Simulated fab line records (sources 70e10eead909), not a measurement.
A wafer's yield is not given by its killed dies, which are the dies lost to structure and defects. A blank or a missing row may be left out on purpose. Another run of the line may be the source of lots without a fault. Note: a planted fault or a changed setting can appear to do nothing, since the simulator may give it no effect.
Check for tools in common | flow nand-harc | 42 wafers sampled across 12 lots

THE REASON FOR OPENING IT
On 2 of the 12 lots, a flag is raised at NHARC_A_M1_INSPECT_27 on the reading raw-defect-count. No-fault wafers: 437, standard deviation 130.
Rule: a lot gets a flag if all its wafers with a number sit over 4 standard deviations from that mean, or if no wafer of it has a number. All remaining lots are regarded as sound.

lot  | measured     | on                | raw-defect-count, wafer by wafer | flag
L213 | day 17 23:31 | defect-inspect-01 | 619 762 726                      |
L215 | day 18 05:20 | defect-inspect-02 | 362 401 373                      |
L218 | day 19 10:58 | defect-inspect-01 | 1671 1738 1614 1645 1731 1615    | FLAGGED
L221 | day 19 16:11 | defect-inspect-01 | 1845 2197 1781 1872 2166 1807    | FLAGGED
L219 | day 19 21:17 | defect-inspect-01 | 461 287 411                      |
L226 | day 21 09:18 | defect-inspect-01 | 568 459 620                      |
L230 | day 22 04:26 | defect-inspect-02 | 557 559 362                      |
L231 | day 22 08:01 | defect-inspect-01 | 463 422 458                      |
L232 | day 22 08:20 | defect-inspect-01 | 476 513 446                      |
L235 | day 22 18:17 | defect-inspect-01 | 481 393 365                      |
L234 | day 23 05:24 | defect-inspect-01 | 302 226 291                      |
L233 | day 23 16:38 | defect-inspect-01 | 468 406 379                      |
The numbers of the flagged lots are 1807 on average: +1370 against the usual, or +11 standard deviations.

EACH LOT AND THE TOOL IT RAN ON
The record holds 2 process steps before the reading, out of a route of 1159 steps. Every cell lists first the tool, next ch and the chambers used by the sampled wafers, and last the start.
lot  | flag    | NHARC_A_M0_PRE_CLEAN_31         | NHARC_A_M1_CMP_23
L213 |         | pecvd-03 ch 0,1,2, day 17 18:53 | cmp-04 ch 0,1,3, day 17 23:02
L215 |         | pecvd-02 ch 0,1, day 18 01:11   | cmp-03 ch 1,3, day 18 04:47
L218 | FLAGGED | pecvd-01 ch 0,1, day 19 06:59   | cmp-03 ch 2,3, day 19 10:31
L221 | FLAGGED | pecvd-01 ch 1,2, day 19 12:07   | cmp-03 ch 0,2,3, day 19 15:43
L219 |         | pecvd-02 ch 0,1, day 19 16:52   | cmp-04 ch 1,3, day 19 20:50
L226 |         | pecvd-02 ch 1,2, day 21 05:23   | cmp-04 ch 0,2,3, day 21 08:55
L230 |         | pecvd-03 ch 0,1,2, day 22 00:16 | cmp-03 ch 1,2,3, day 22 03:58
L231 |         | pecvd-03 ch 0,1,2, day 22 03:53 | cmp-02 ch 1,2,3, day 22 07:32
L232 |         | pecvd-02 ch 0,1,2, day 22 04:11 | cmp-03 ch 0,2,3, day 22 07:52
L235 |         | pecvd-01 ch 0,2, day 22 14:01   | cmp-03 ch 0,1,3, day 22 17:49
L234 |         | pecvd-03 ch 0,1,2, day 23 01:26 | cmp-03 ch 0,1, day 23 04:56
L233 |         | pecvd-01 ch 0,1,2, day 23 12:40 | cmp-03 ch 1,2, day 23 16:10
What the steps here do:
- NHARC_A_M0_PRE_CLEAN_31: time 12 s.
- NHARC_A_M1_CMP_23: polishes, t overpolish 20 s, target thk 154.34 nm.
- NHARC_A_M1_INSPECT_27

FLAGGED OVER TOTAL, TOOL BY TOOL (the gauges that took the reading come last)
step                    | tool              | lots run | flagged | share of the flagged lots | sound lots run after its first flagged lot
NHARC_A_M0_PRE_CLEAN_31 | pecvd-01          | 4        | 2       | all                       | 2 (L235,L233)
NHARC_A_M0_PRE_CLEAN_31 | pecvd-02          | 4        | 0       | none                      | -
NHARC_A_M0_PRE_CLEAN_31 | pecvd-03          | 4        | 0       | none                      | -
NHARC_A_M1_CMP_23       | cmp-02            | 1        | 0       | none                      | -
NHARC_A_M1_CMP_23       | cmp-03            | 8        | 2       | all                       | 5 (L230,L232,L235,L234,L233)
NHARC_A_M1_CMP_23       | cmp-04            | 3        | 0       | none                      | -
NHARC_A_M1_INSPECT_27   | defect-inspect-01 | 10       | 2       | all                       | 7 (L219,L226,L231,L232,L235,L234,L233)
NHARC_A_M1_INSPECT_27   | defect-inspect-02 | 2        | 0       | none                      | -

WHAT THE TABLE PERMITS
Every flagged lot was run by 3 rows of the table: pecvd-01 at NHARC_A_M0_PRE_CLEAN_31, cmp-03 at NHARC_A_M1_CMP_23 and defect-inspect-01 at NHARC_A_M1_INSPECT_27.
- pecvd-01 at NHARC_A_M0_PRE_CLEAN_31 ran 4 lots, 2 of them flagged. Sound lots followed the first flagged one (L235, L233) on it, something a lasting fault affecting the whole tool could not allow.
- cmp-03 at NHARC_A_M1_CMP_23 ran 8 lots, 2 of them flagged. Sound lots followed the first flagged one (L230, L232, L235, L234, L233) on it, something a lasting fault affecting the whole tool could not allow.
- defect-inspect-01 at NHARC_A_M1_INSPECT_27 ran 10 lots, 2 of them flagged. Sound lots followed the first flagged one (L219, L226, L231, L232, L235, L234, L233) on it, something a lasting fault affecting the whole tool could not allow.
There is no row in the table that ran each flagged lot and no sound lot after the first.

WHAT HAD BEEN PUT IN BY THE SIMULATOR
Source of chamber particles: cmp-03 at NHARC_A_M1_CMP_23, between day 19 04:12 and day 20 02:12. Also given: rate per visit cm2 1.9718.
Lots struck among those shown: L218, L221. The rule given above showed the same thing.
